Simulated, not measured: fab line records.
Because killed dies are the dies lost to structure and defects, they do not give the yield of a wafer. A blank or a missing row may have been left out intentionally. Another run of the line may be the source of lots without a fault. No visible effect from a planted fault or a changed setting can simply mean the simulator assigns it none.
Which tool did it?	flow n5Finfet	24 lots with 72 wafers sampled at 5 steps, on a route of 1938 steps

## WHAT THE GAUGES READ, wafer by wafer
N5_FIN_SAQP_CD_MEAS_27: the cd target is 20 nm. Usual: 20.33 nm for cdNm, sd 0.25.
lot	measured	on	cdNm (nm)	flag
L074	day 2 00:58	cdSem-03	19.82 20.29 20.26	
L075	day 2 07:07	cdSem-03	20.27 20.12 20.00	
L076	day 2 12:35	cdSem-01	20.37 20.57 20.56	
L077	day 2 18:34	cdSem-01	20.51 20.27 20.44	
L078	day 3 00:32	cdSem-02	20.27 20.25 20.28	
L079	day 3 07:53	cdSem-02	20.12 19.91 20.36	
L080	day 3 12:03	cdSem-02	20.42 20.35 20.86	
L081	day 3 18:20	cdSem-02	20.19 19.90 19.63	
L082	day 4 00:02	cdSem-02	20.72 20.31 20.47	
L083	day 4 06:05	cdSem-03	20.31 20.36 20.00	
L084	day 4 11:28	cdSem-03	20.11 20.70 20.41	
L085	day 4 18:04	cdSem-01	20.20 20.59 20.48	
L086	day 5 00:09	cdSem-02	20.47 20.20 20.19	
L087	day 5 05:47	cdSem-03	20.50 21.05 20.67	
L088	day 5 12:39	cdSem-01	20.44 20.06 20.41	
L089	day 5 18:05	cdSem-03	20.34 20.05 20.45	
L090	day 6 01:13	cdSem-02	20.27 20.54 20.34	
L091	day 6 07:30	cdSem-01	20.70 20.43 20.24	
L092	day 6 12:48	cdSem-03	20.18 20.22 20.08	
L093	day 6 19:02	cdSem-01	19.74 20.06 20.27	
L094	day 6 23:31	cdSem-01	20.17 20.46 20.06	
L095	day 7 05:50	cdSem-01	20.45 20.26 20.05	
L096	day 7 12:40	cdSem-02	20.24 19.95 19.84	
L097	day 7 20:41	cdSem-02	20.32 20.34 20.64	

N5_FIN_CUT_OVL_MEAS_09. Usual: FIN_CUT_OVL typically reads -0.1 nm, with standard deviation 0.6.
lot	measured	on	FIN_CUT_OVL (nm)	flag
L074	day 2 03:32	overlay-02	-0.1 -0.3 -0.1	
L075	day 2 09:56	overlay-02	-0.6 -0.7 -0.4	
L076	day 2 15:49	overlay-02	1.1 0.6 0.5	
L077	day 2 21:14	overlay-02	0.5 0.2 0.0	
L078	day 3 03:08	overlay-01	0.5 0.0 0.6	
L079	day 3 10:25	overlay-02	0.3 -0.5 -0.4	
L080	day 3 14:40	overlay-02	1.0 0.1 0.2	
L081	day 3 20:53	overlay-01	0.4 0.2 -0.4	
L082	day 4 03:45	overlay-01	-0.4 -0.1 -0.3	
L083	day 4 08:37	overlay-02	-0.1 -0.2 0.4	
L084	day 4 14:46	overlay-01	-0.6 0.4 -0.7	
L085	day 4 21:08	overlay-02	-1.2 -0.3 0.1	
L086	day 5 02:44	overlay-02	-0.5 -0.4 -0.6	
L087	day 5 08:23	overlay-02	-0.6 -1.5 -1.2	
L088	day 5 15:35	overlay-01	0.5 1.2 0.0	
L089	day 5 20:58	overlay-01	-0.3 0.0 0.7	
L090	day 6 03:50	overlay-02	0.2 -0.7 -0.4	
L091	day 6 10:05	overlay-02	-0.8 -0.2 -0.6	
L092	day 6 16:02	overlay-02	-1.4 -0.8 -0.7	
L093	day 6 21:49	overlay-02	0.5 0.2 0.7	
L094	day 7 02:42	overlay-02	0.6 0.9 0.6	
L095	day 7 08:35	overlay-02	-0.2 -0.4 0.2	
L096	day 7 15:08	overlay-02	-0.8 -0.9 -1.0	
L097	day 7 23:34	overlay-02	0.5 0.1 0.6	

## TOOL THAT RAN EACH LOT (tool first, then ch and the chambers of the sampled wafers, then the start)
lot	N5_FIN_SAQP_RECESS_75	N5_FIN_SAQP_SPACER1_ETCHBACK_25	N5_FIN_SAQP_ETCH_67
L074	vaporEtch-02 ch 0,1, day 1 23:34	rieDiel-06 ch 0,1, day 2 00:45	rieDiel-06 ch 0,1,2, day 2 01:44
L075	vaporEtch-01 ch 0,1, day 2 05:49	rieDiel-04 ch 0,1,2, day 2 06:55	rieDiel-04 ch 0,2,3, day 2 07:54
L076	vaporEtch-01 ch 0,1, day 2 11:14	rieDiel-04 ch 0,1,3, day 2 12:23	rieDiel-05 ch 1,2, day 2 13:55
L077	vaporEtch-02 ch 0,1, day 2 17:03	rieDiel-04 ch 1,2, day 2 18:21	rieDiel-04 ch 2,3, day 2 19:25
L078	vaporEtch-02 ch 0,1, day 2 23:14	rieDiel-04 ch 2,3, day 3 00:20	rieDiel-05 ch 0,1,3, day 3 01:19
L079	vaporEtch-02 ch 0,1, day 3 06:40	rieDiel-05 ch 0,1,3, day 3 07:41	rieDiel-05 ch 2,3, day 3 08:43
L080	vaporEtch-02 ch 0,1, day 3 10:52	rieDiel-05 ch 0,2, day 3 11:51	rieDiel-05 ch 2,3, day 3 12:49
L081	vaporEtch-01 ch 0,1, day 3 17:02	rieDiel-05 ch 1,2,3, day 3 18:08	rieDiel-04 ch 1,3, day 3 19:07
L082	vaporEtch-02 ch 0,1, day 3 22:39	rieDiel-06 ch 1,3, day 3 23:50	rieDiel-04 ch 2,3, day 4 00:56
L083	vaporEtch-02 ch 0,1, day 4 04:54	rieDiel-06 ch 1,2, day 4 05:53	rieDiel-04 ch 0,3, day 4 06:54
L084	vaporEtch-02 ch 0,1, day 4 10:10	rieDiel-06 ch 1,3, day 4 11:16	rieDiel-04 ch 1,2,3, day 4 12:19
L085	vaporEtch-01 ch 0,1, day 4 16:13	rieDiel-04 ch 2,3, day 4 17:52	rieDiel-04 ch 1,2,3, day 4 18:50
L086	vaporEtch-01 ch 0,1, day 4 22:09	rieDiel-05 ch 1,3, day 4 23:56	rieDiel-04 ch 0,1, day 5 01:02
L087	vaporEtch-02 ch 0,1, day 5 04:01	rieDiel-05 ch 0,1,3, day 5 05:35	rieDiel-06 ch 0,2,3, day 5 06:37
L088	vaporEtch-01 ch 0,1, day 5 10:43	rieDiel-06 ch 0,2,3, day 5 12:28	rieDiel-05 ch 1,3, day 5 13:29
L089	vaporEtch-01 ch 0,1, day 5 16:47	rieDiel-04 ch 0,2,3, day 5 17:53	rieDiel-05 ch 0,1,3, day 5 18:54
L090	vaporEtch-02 ch 0,1, day 5 23:48	rieDiel-04 ch 0,2,3, day 6 00:59	rieDiel-05 ch 0,3, day 6 02:01
L091	vaporEtch-01 ch 0, day 6 06:12	rieDiel-05 ch 0,1,3, day 6 07:18	rieDiel-06 ch 0,1,2, day 6 08:16
L092	vaporEtch-02 ch 0,1, day 6 11:10	rieDiel-05 ch 0,2,3, day 6 12:35	rieDiel-05 ch 0,3, day 6 13:42
L093	vaporEtch-02 ch 0,1, day 6 17:44	rieDiel-06 ch 0,1, day 6 18:50	rieDiel-04 ch 0,1,3, day 6 20:08
L094	vaporEtch-02 ch 0,1, day 6 22:13	rieDiel-05 ch 0,2,3, day 6 23:19	rieDiel-04 ch 1,3, day 7 00:22
L095	vaporEtch-02 ch 0,1, day 7 04:32	rieDiel-04 ch 1,2,3, day 7 05:38	rieDiel-06 ch 1,2,3, day 7 06:37
L096	vaporEtch-02 ch 0,1, day 7 11:22	rieDiel-05 ch 0,1, day 7 12:28	rieDiel-04 ch 0,1, day 7 13:27
L097	vaporEtch-01 ch 0,1, day 7 18:29	rieDiel-04 ch 0,1,3, day 7 20:29	rieDiel-05 ch 0,1,2, day 7 21:38
- N5_FIN_SAQP_RECESS_75: chemistry HF/NH3, target SiO2, target depth 14.4 nm, afs cycles 3, sublimation time 60 s.
- N5_FIN_SAQP_SPACER1_ETCHBACK_25: etches SiO2 in CHF3/O2, target depth 24.4 nm, time 12.2 s.
- N5_FIN_SAQP_ETCH_67: etches SiNx in CH3F/O2, target depth 30 nm.

## WHAT THE TOOLS THEMSELVES READ (means of the sampled wafers that have a number; where no wafer has one, the mark that the record gives instead)
N5_FIN_SAQP_RECESS_75. Usual: drypumpMotorCurrentA 5.09 A, standard deviation 0.3; forelinePTorr 0.1280 Torr, standard deviation 0.00035.
lot	tool	drypumpMotorCurrentA (A)	forelinePTorr (Torr)	flag
L074	vaporEtch-02	5.30	0.1277	
L075	vaporEtch-01	4.99	0.1280	
L076	vaporEtch-01	4.98	0.1282	
L077	vaporEtch-02	5.07	0.1278	
L078	vaporEtch-02	5.06	0.1280	
L079	vaporEtch-02	5.05	0.1284	
L080	vaporEtch-02	5.06	0.1281	
L081	vaporEtch-01	4.91	0.1283	
L082	vaporEtch-02	5.06	0.1279	
L083	vaporEtch-02	5.29	0.1280	
L084	vaporEtch-02	5.28	0.1281	
L085	vaporEtch-01	4.99	0.1286	
L086	vaporEtch-01	4.91	0.1284	
L087	vaporEtch-02	5.07	0.1279	
L088	vaporEtch-01	5.00	0.1278	
L089	vaporEtch-01	4.98	0.1279	
L090	vaporEtch-02	5.07	0.1276	
L091	vaporEtch-01	5.08	0.1283	
L092	vaporEtch-02	5.07	0.1280	
L093	vaporEtch-02	5.06	0.1281	
L094	vaporEtch-02	5.06	0.1278	
L095	vaporEtch-02	5.09	0.1281	
L096	vaporEtch-02	5.07	0.1280	
L097	vaporEtch-01	4.90	0.1274	

N5_FIN_SAQP_SPACER1_ETCHBACK_25. Usual: chamberPressureMTorr 30.001 mTorr, standard deviation 0.03; drypumpMotorCurrentA 5.6 A, standard deviation 0.49; oesProductAu 0.79 a.u., standard deviation 0.074; rfVppV 531 V, standard deviation 13; showerheadPlenumPTorr 2.43 Torr, standard deviation 0.083; throttleValvePct 18.90 %, standard deviation 0.25.
lot	tool	chamberPressureMTorr (mTorr)	drypumpMotorCurrentA (A)	oesProductAu (a.u.)	rfVppV (V)	showerheadPlenumPTorr (Torr)	throttleValvePct (%)	flag
L074	rieDiel-06	30.018	5.8	0.73	514	2.31	19.17	
L075	rieDiel-04	29.971	5.5	0.86	543	2.48	18.70	
L076	rieDiel-04	29.987	5.4	0.84	539	2.43	18.72	
L077	rieDiel-04	29.996	5.9	0.81	543	2.49	18.71	
L078	rieDiel-04	29.993	5.8	0.83	528	2.37	18.99	
L079	rieDiel-05	29.985	5.7	0.74	530	2.44	19.07	
L080	rieDiel-05	30.018	6.0	0.75	516	2.31	18.83	
L081	rieDiel-05	29.990	5.3	0.71	528	2.42	19.07	
L082	rieDiel-06	30.004	6.0	0.82	526	2.47	18.92	
L083	rieDiel-06	30.019	5.2	0.74	537	2.36	18.61	
L084	rieDiel-06	29.994	5.9	0.81	535	2.40	18.92	
L085	rieDiel-04	30.009	5.8	0.84	533	2.41	19.01	
L086	rieDiel-05	29.988	5.4	0.71	534	2.48	19.18	
L087	rieDiel-05	29.979	5.7	0.73	530	2.43	19.11	
L088	rieDiel-06	30.010	5.7	0.83	520	2.49	18.79	
L089	rieDiel-04	30.006	5.5	0.83	536	2.41	18.90	
L090	rieDiel-04	30.003	5.5	0.83	536	2.41	18.91	
L091	rieDiel-05	30.003	5.7	0.71	529	2.43	19.13	
L092	rieDiel-05	30.011	5.8	0.81	522	2.44	18.82	
L093	rieDiel-06	29.995	5.8	0.84	530	2.41	18.94	
L094	rieDiel-05	29.978	5.7	0.81	522	2.44	18.82	
L095	rieDiel-04	29.982	5.8	0.79	535	2.42	18.91	
L096	rieDiel-05	30.017	6.0	0.73	526	2.38	19.06	
L097	rieDiel-04	30.036	5.5	0.79	539	2.42	18.79	

N5_FIN_SAQP_ETCH_67. Usual: chamberPressureMTorr 30.001 mTorr, standard deviation 0.03; drypumpMotorCurrentA 5.6 A, standard deviation 0.48; oesProductAu 0.79 a.u., standard deviation 0.074; rfVppV 302 V, standard deviation 7.1; showerheadPlenumPTorr 2.01 Torr, standard deviation 0.072; throttleValvePct 16.38 %, standard deviation 0.23.
lot	tool	chamberPressureMTorr (mTorr)	drypumpMotorCurrentA (A)	oesProductAu (a.u.)	rfVppV (V)	showerheadPlenumPTorr (Torr)	throttleValvePct (%)	flag
L074	rieDiel-06	30.034	5.5	0.75	298	1.94	16.37	
L075	rieDiel-04	29.999	5.4	0.88	305	2.01	16.28	
L076	rieDiel-05	30.002	5.2	0.72	303	2.01	16.60	
L077	rieDiel-04	30.009	5.8	0.86	303	2.01	16.40	
L078	rieDiel-05	29.991	5.7	0.75	300	2.02	16.52	
L079	rieDiel-05	29.978	5.3	0.70	294	1.93	16.40	
L080	rieDiel-05	30.033	5.4	0.71	297	2.00	16.48	
L081	rieDiel-04	29.998	5.8	0.80	301	1.98	16.33	
L082	rieDiel-04	29.998	5.8	0.83	300	1.97	16.44	
L083	rieDiel-04	29.991	5.4	0.84	302	1.97	16.34	
L084	rieDiel-04	30.029	5.9	0.80	304	2.02	16.32	
L085	rieDiel-04	30.001	5.8	0.80	305	2.02	16.33	
L086	rieDiel-04	29.985	5.1	0.84	310	2.04	16.07	
L087	rieDiel-06	30.012	5.6	0.83	295	2.07	16.23	
L088	rieDiel-05	29.992	5.4	0.70	303	2.06	16.67	
L089	rieDiel-05	29.993	5.7	0.72	301	2.01	16.59	
L090	rieDiel-05	30.015	6.1	0.73	295	1.96	16.43	
L091	rieDiel-06	30.013	5.5	0.81	299	2.02	16.26	
L092	rieDiel-05	29.958	5.9	0.71	298	2.01	16.54	
L093	rieDiel-04	30.000	5.5	0.79	306	2.01	16.24	
L094	rieDiel-04	30.017	5.9	0.77	305	2.02	16.24	
L095	rieDiel-06	30.008	5.6	0.75	301	2.00	16.30	
L096	rieDiel-04	30.010	5.1	0.80	309	2.04	16.11	
L097	rieDiel-05	29.982	5.6	0.80	299	2.04	16.35	

## THE ANSWER, worked out from the rows above alone
Rule: lot off if the mean of its wafers having a number is beyond 3 standard deviations from the usual mean. Also off: a lot with no number at a reading for which 4 or more lots have one. The other lots that the step has rows for count as sound. After the gauges, taken in route order, come the tools' own readings; for these a lot's mean is taken, as printed above. The first step at which some lot is off is used, and at that step the reading that is off furthest; a lot without a number counts as furthest.
No lot is off on any of the readings shown, so nothing can be concluded from this.

## WHAT THE SIMULATOR HAD PUT IN
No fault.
